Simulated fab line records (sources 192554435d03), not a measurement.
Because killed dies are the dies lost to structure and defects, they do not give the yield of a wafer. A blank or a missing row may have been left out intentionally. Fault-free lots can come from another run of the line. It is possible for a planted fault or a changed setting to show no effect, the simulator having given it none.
Chamber matching ; flow n5_finfet ; N5_ILD0_LINER_00 on ald_sin-03 has 4 sister chambers
The step material SiNx, target thk 4 nm, pulse time 1 s, purge time 2 s. 4 wafers are shown with their chamber, then 8 later ones without.

## EACH WAFER AND ITS CHAMBER
wafer;chamber;heater_power_w (W)
L078.2;2;887
L084.1;0;868
L084.4;1;811
L086.2;3;931

## WAFERS WITHOUT THEIR CHAMBER
wafer;heater_power_w (W)
L086.4;851
L086.6;837
L091.2;833
L091.4;848
L091.5;785
L094.1;898
L094.2;851
L094.4;866

## CHAMBER TAKEN BY EACH
wafer;from the rows above;in truth
L086.4;can't be placed: 0 or 2 or 1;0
L086.6;can't be placed: 1 or 0 or 2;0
L091.2;can't be placed: 1 or 0 or 2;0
L091.4;can't be placed: 0 or 1 or 2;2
L091.5;1;1
L094.1;can't be placed: 2 or 0 or 3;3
L094.2;can't be placed: 0 or 2 or 1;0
L094.4;can't be placed: 0 or 2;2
Correct placement for 1 of the 8. From these rows, 7 cannot be placed; in 7 the true chamber is one of the candidates. Number placed wrongly: 0.
How it was worked out, from the rows above alone: a wafer's distance from a chamber is the root of the sum, over the readings, of the square of ((its reading less the chamber's mean) divided by the reading's scatter). If the next closest chamber is less than 2 further off than the closest, the wafer can't be placed; otherwise it belongs to the closest. A chamber's mean is the mean of its shown wafers. The scatter (one wafer shown for each chamber): square how far every hidden wafer sits from the nearest shown wafer, average those squares and take the square root.
